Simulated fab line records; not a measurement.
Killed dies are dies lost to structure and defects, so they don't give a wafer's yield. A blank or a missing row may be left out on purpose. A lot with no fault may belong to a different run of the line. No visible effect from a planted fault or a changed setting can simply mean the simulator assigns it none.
3 desks looking at one fault | flow n5Finfet | each desk has only its own numbers; what lay behind them comes last

THE TOOL OWNER'S DESK: lithoTrack-05
The tool's own readings at N5_HKMG_FIN_COAT_06 (resist thk 90 nm): means of the sampled wafers that have a number, for each lot that ran on this tool. Marked OUT: a lot whose mean sits more than 4 standard deviations from the usual mean, which makes it out of limits; the brackets give that distance.
Columns: A = spinSpeedRpm at N5_HKMG_FIN_COAT_06, usual 1499.8 rpm
lot  | first seen here | A
L521 | day 4 16:26     | 1191.1 (-99 or more) OUT
L525 | day 5 16:29     | 1191.0 (-99 or more) OUT
L540 | day 9 07:13     | 1499.8
This desk's finding: out of limits on L521, L525; first on L521, day 4 16:26 (spinSpeedRpm at N5_HKMG_FIN_COAT_06). In limits: L540.

THE DEFECT DESK
Per lot, the means of the sampled wafers with a number show what the inspections along the route counted. Marked OUT: a lot whose mean sits more than 4 standard deviations from the usual mean, which makes it out of limits; the brackets give that distance.
Columns: A = rawDefectCount at N5_HKMG_FIN_INSPECT_14, usual 2.1
lot  | first seen here | A
L521 | day 4 16:51     | 2.3
L522 | day 4 20:55     | 3.3
L525 | day 5 16:46     | 1.7
L533 | day 7 12:15     | 1.0
L540 | day 9 07:31     | 1.0
L542 | day 9 21:31     | 1.7
This desk's verdict: no lot among the 6 shows anything out of limits.

FROM THE METROLOGY DESK
What the gauges read, lot by lot, whatever tool the lot ran on: means of the sampled wafers that have a number. Marked OUT: a lot whose mean sits more than 4 standard deviations from the usual mean, which makes it out of limits; the brackets give that distance.
Columns: A = HK_THK at N5_HKMG_FIN_THK_MEAS_70, usual 1.589 nm; B = cdNm at N5_HKMG_FIN_CD_MEAS_12, usual 92.5 nm; C = NWFM_OVL at N5_HKMG_FIN_OVL_MEAS_13, usual 0.3 nm
lot  | first seen here | A     | B    | C
L521 | day 4 15:55     | 1.592 | 91.7 | 0.8
L522 | day 4 20:07     | 1.586 | 91.9 | -0.4
L525 | day 5 15:58     | 1.595 | 92.0 | 1.4
L533 | day 7 11:27     | 1.607 | 91.8 | 0.1
L540 | day 9 06:43     | 1.597 | 92.3 | -0.1
L542 | day 9 20:35     | 1.588 | 92.6 | 0.1
This desk's verdict: no lot among the 6 shows anything out of limits.

ALL TOGETHER
An alarm could have come from the tool owner's desk at day 4 16:26, on L521, L525.
Nothing out of limits was seen by the defect desk.
The metrology desk saw nothing out of limits.
The defect desk has L521, L525 on record, within its limits.
The metrology desk has L521, L525 on record, within its limits.
All the named lots went through N5_HKMG_FIN_COAT_06 on lithoTrack-05.

WHAT THE SIMULATOR HAD INSERTED
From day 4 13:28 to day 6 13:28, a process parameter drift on lithoTrack-05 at N5_HKMG_FIN_COAT_06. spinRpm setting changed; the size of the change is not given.
Struck lots among those shown: L521, L525.
Each desk's first reading out of limits, in hours after the fault started: the tool owner's desk, 3.
